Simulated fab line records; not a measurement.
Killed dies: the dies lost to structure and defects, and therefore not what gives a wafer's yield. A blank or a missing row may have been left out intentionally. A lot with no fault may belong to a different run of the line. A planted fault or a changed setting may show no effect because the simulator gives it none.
Chamber matching -- flow nand-harc -- rie-diel-09 running NHARC_A_STAIRCASE_STRIP_476: 4 sister chambers
The step strips in O2, time 20 s. 7 wafers are shown with their chamber, then 8 later ones without.

WAFERS PAIRED WITH THEIR CHAMBERS
wafer,chamber,drypump-motor-current-A (A),showerhead-plenum-p-Torr (Torr)
L079.1,3,5.0,3.39
L079.3,2,6.3,3.66
L081.2,2,6.4,3.65
L089.1,0,6.2,3.74
L089.4,1,5.5,3.55
L089.6,3,5.0,3.37
L088.1,1,5.5,3.55

WAFERS MISSING THEIR CHAMBER
wafer,drypump-motor-current-A (A),showerhead-plenum-p-Torr (Torr)
L088.4,6.2,3.74
L088.5,6.4,3.64
L092.4,5.5,3.54
L092.5,5.5,3.54
L092.6,6.2,3.73
L096.2,6.2,3.73
L096.4,5.0,3.36
L096.5,5.0,3.36

WHICH CHAMBER EACH WENT THROUGH
wafer,from the rows above,in truth
L088.4,0,0
L088.5,2,2
L092.4,1,1
L092.5,1,1
L092.6,0,0
L096.2,0,0
L096.4,3,3
L096.5,3,3
Correctly placed: 8 of 8. From these rows, 0 cannot be placed. Number placed wrongly: 0.
How it was worked out, from the rows above alone: a wafer's distance from a chamber is the root of the sum, over the readings, of the square of ((its reading less the chamber's mean) divided by the reading's scatter). If the next closest chamber is less than 2 further off than the closest, the wafer can't be placed; otherwise it belongs to the closest. The mean given for a chamber averages the wafers shown for that chamber. How the scatter is found: for the shown wafers, subtract from each reading the mean of its chamber, square and add these, divide the total by (wafers less chambers), then take the root.
